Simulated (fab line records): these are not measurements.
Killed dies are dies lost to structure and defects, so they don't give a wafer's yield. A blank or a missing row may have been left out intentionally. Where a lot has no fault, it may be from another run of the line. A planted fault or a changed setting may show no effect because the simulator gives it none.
Which tool is to blame? :: flow nand_harc :: 36 wafers from 12 lots sampled at 2 of the route's 1302 steps

== WHAT EACH GAUGE READ, for each wafer ==
NHARC_A_BLC_INSPECT_28.
lot: L075
measured: day 23 00:02
on: defect_inspect-01
raw_defect_count: 484 491 358

lot: L078
measured: day 23 12:50
on: defect_inspect-02
raw_defect_count: 539 628 676

lot: L080
measured: day 24 23:32
on: defect_inspect-01
raw_defect_count: 357 578 516

lot: L081
measured: day 25 11:18
on: defect_inspect-01
raw_defect_count: 580 487 482

lot: L084
measured: day 26 13:41
on: defect_inspect-02
raw_defect_count: 405 531 456

lot: L086
measured: day 27 01:24
on: defect_inspect-02
raw_defect_count: 465 508 485

lot: L088
measured: day 28 09:37
on: defect_inspect-01
raw_defect_count: 401 466 244

lot: L087
measured: day 28 17:11
on: defect_inspect-02
raw_defect_count: 597 529 465

lot: L090
measured: day 28 23:36
on: defect_inspect-02
raw_defect_count: 480 387 378

lot: L092
measured: day 30 19:58
on: defect_inspect-02
raw_defect_count: 501 453 543

lot: L095
measured: day 31 10:44
on: defect_inspect-01
raw_defect_count: 546 495 496

lot: L097
measured: day 32 04:10
on: defect_inspect-01
raw_defect_count: 631 593 331

== EACH LOT AND THE TOOL THAT RAN IT (in order: tool; ch and the chambers of the sampled wafers; start) ==
lot: L075
NHARC_A_BLC_ETCH_16: rie_diel-03 ch 1,2, day 22 21:10

lot: L078
NHARC_A_BLC_ETCH_16: rie_diel-11 ch 0,2,3, day 23 09:22

lot: L080
NHARC_A_BLC_ETCH_16: rie_diel-11 ch 1,2,3, day 24 20:37

lot: L081
NHARC_A_BLC_ETCH_16: rie_diel-11 ch 0,2,3, day 25 08:25

lot: L084
NHARC_A_BLC_ETCH_16: rie_diel-03 ch 0,2,3, day 26 10:47

lot: L086
NHARC_A_BLC_ETCH_16: rie_diel-11 ch 0,1,2, day 26 22:33

lot: L088
NHARC_A_BLC_ETCH_16: rie_diel-03 ch 0,2,3, day 28 06:43

lot: L087
NHARC_A_BLC_ETCH_16: rie_diel-11 ch 1,2,3, day 28 14:17

lot: L090
NHARC_A_BLC_ETCH_16: rie_diel-04 ch 0,2,3, day 28 20:45

lot: L092
NHARC_A_BLC_ETCH_16: rie_diel-03 ch 0,1,2, day 30 17:05

lot: L095
NHARC_A_BLC_ETCH_16: rie_diel-11 ch 1,2,3, day 31 07:53

lot: L097
NHARC_A_BLC_ETCH_16: rie_diel-03 ch 1,2, day 32 01:17
- NHARC_A_BLC_ETCH_16: etches the open film in CF4, target depth 39 nm, time 65 s.

== THE ANSWER, worked out from the rows above alone ==
Rule: the lots themselves supply what counts as usual. Put in order of their means at a reading, lots are off if they are a third of the lots or fewer, leave a main group of 4 or more, and stand apart from it by a gap of 3 or more times the standard deviation of the main group's means; of several such gaps the widest counts. If all means in a main group match to the digits the tables above print for the reading, that group is not used. A lot without any number at a reading at which 4 lots or more have one is off too. Any other lot the step has rows for is counted as sound.
No lot is off on any of the readings shown, so nothing can be concluded from this.

== WHAT THE SIMULATOR HAD INSERTED ==
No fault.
